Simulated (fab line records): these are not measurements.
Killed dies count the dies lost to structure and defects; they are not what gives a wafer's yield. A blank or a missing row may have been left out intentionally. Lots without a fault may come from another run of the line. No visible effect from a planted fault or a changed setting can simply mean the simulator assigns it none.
Comparing a struck lot with a sound one + flow n5Finfet + 14 steps out of a route of 1938
Sound: these wafers, L558.1, L558.3, L558.4. Struck: wafers L573.2, L573.4, L573.6. The cause comes at the end.
Each step with rows lists, per side, the tool, then ch with its chambers, then its first start. Under that, the readings that differ: sound wafers + struck wafers + difference of the means + sigmas: that difference in standard deviations of wafers without a fault.
alike: same words and numbers on both sides, and readings whose means sit less than 2 such deviations apart. not compared: any withheld reading, any reading some wafer has no value for, any bound like >300 that may hide the same value, and any number with overlapping values for which the record gives no deviation.
A row with sigmas, a row that says differs or no value, or rows on one side alone: a step with any of these is where the two part. Numbers that don't overlap but have no deviation are shown without sigmas and don't part them. Lack of a reading on every wafer of one side parts them only where that side has two or more wafers.

first, 4 steps without rows for these wafers: N5_BEOL_M9_SOFTBAKE_06 (time 60 s); N5_BEOL_M9_EXPOSE_08 (exposes mask M9); N5_BEOL_M9_PEB_09 (peb time 60 s); N5_BEOL_M9_DEVELOP_10 (develop time 30 s).
N5_BEOL_M9_CD_MEAS_11: the cd target is 64.1 nm.
  sound on cdSem-02 ch 0, day 11 11:44; struck on cdSem-03 ch 0, day 15 19:55
  alike: cdNm
N5_BEOL_M9_OVL_MEAS_12:
  sound on overlay-02 ch 0, day 11 11:46; struck on overlay-01 ch 0, day 15 19:57
  alike: M9_OVL
N5_BEOL_M9_INSPECT_13: inspects for defects (brightfield).
  sound: defectInspect-01 at day 11 11:47; struck: defectInspect-02 at day 15 19:59
  alike: rawDefectCount
N5_BEOL_M9_DESCUM_16: chemistry O2, time 7.9 s.
  sound on rieDiel-05 ch 0,1,3, day 11 11:50; struck on rieDiel-06 ch 0,2, day 15 20:15
  alike: drypumpMotorCurrentA, oesProductAu, rfVppV, showerheadPlenumPTorr, throttleValvePct
  not compared: rfHoursCounterH
N5_BEOL_M9_ETCH_61: etches SiARC in CF4, target depth 39 nm, time 65 s.
  sound on rieDiel-05 ch 0,1,3, day 11 11:52; struck on rieDiel-06 ch 0,2, day 15 20:17
  alike: drypumpMotorCurrentA, etchRfOnTimeS, mfcArSccm, oesProductAu, rfVppV, showerheadPlenumPTorr, throttleValvePct
  not compared: rfHoursCounterH
N5_BEOL_M9_ETCH_62: etches SOC in N2/H2, target depth 110 nm, overetch 22 nm, time 165 s.
  sound on rieDiel-05 ch 0,1,3, day 11 11:55; struck on rieDiel-06 ch 0,2, day 15 20:20
  alike: drypumpMotorCurrentA, n2FlowSccm, oesProductAu, rfVppV, showerheadPlenumPTorr, throttleValvePct
  not compared: rfHoursCounterH
then, 1 step without rows for these wafers: N5_BEOL_M9_STRIP_68 (strips in N2/H2).
N5_BEOL_M9_STRIP_67: strips in CF4.
  sound on rieDiel-05 ch 0,1,3, day 11 12:04; struck on rieDiel-06 ch 0,2, day 15 20:29
  alike: drypumpMotorCurrentA, oesProductAu, rfVppV, showerheadPlenumPTorr, throttleValvePct
  not compared: rfHoursCounterH
N5_BEOL_M9_HM_OPEN_17: chemistry Cl2/BCl3, target TiN, target depth 20 nm, overetch 6 nm.
  sound on rieMetal-03 ch 0, day 11 12:06; struck on rieMetal-02 ch 1, day 15 20:33
| reading                                 | sound             | struck            | difference | sigmas |
|-----------------------------------------|-------------------|-------------------|------------|--------|
| throttleValvePct (%)                    | 22.45 22.43 22.44 | 21.86 21.86 21.88 | -0.57      | -3     |
| model.SOC_of_BEOL_M9_COAT_59.thkNm (nm) | 92.2 92.2 92.2    | 88.4 88.2 88      | -4.0       |        |
  alike: drypumpMotorCurrentA, mfcArSccm, mfcCl2Sccm, oesProductAu
  not compared: rfHoursCounterH
N5_BEOL_M9_STRIP_19: strips in O2.
  sound on rieDiel-02 ch 0,1,2, day 11 12:19; struck on rieDiel-05 ch 0,2, day 15 20:46
  alike: drypumpMotorCurrentA, oesProductAu, rfVppV, showerheadPlenumPTorr, throttleValvePct
  not compared: rfHoursCounterH

== WHERE THEY PART ==
Only at N5_BEOL_M9_HM_OPEN_17, within this record. Later steps at which nothing parts them and some readings are alike: N5_BEOL_M9_STRIP_19.

WHY: what had been put in by the simulator
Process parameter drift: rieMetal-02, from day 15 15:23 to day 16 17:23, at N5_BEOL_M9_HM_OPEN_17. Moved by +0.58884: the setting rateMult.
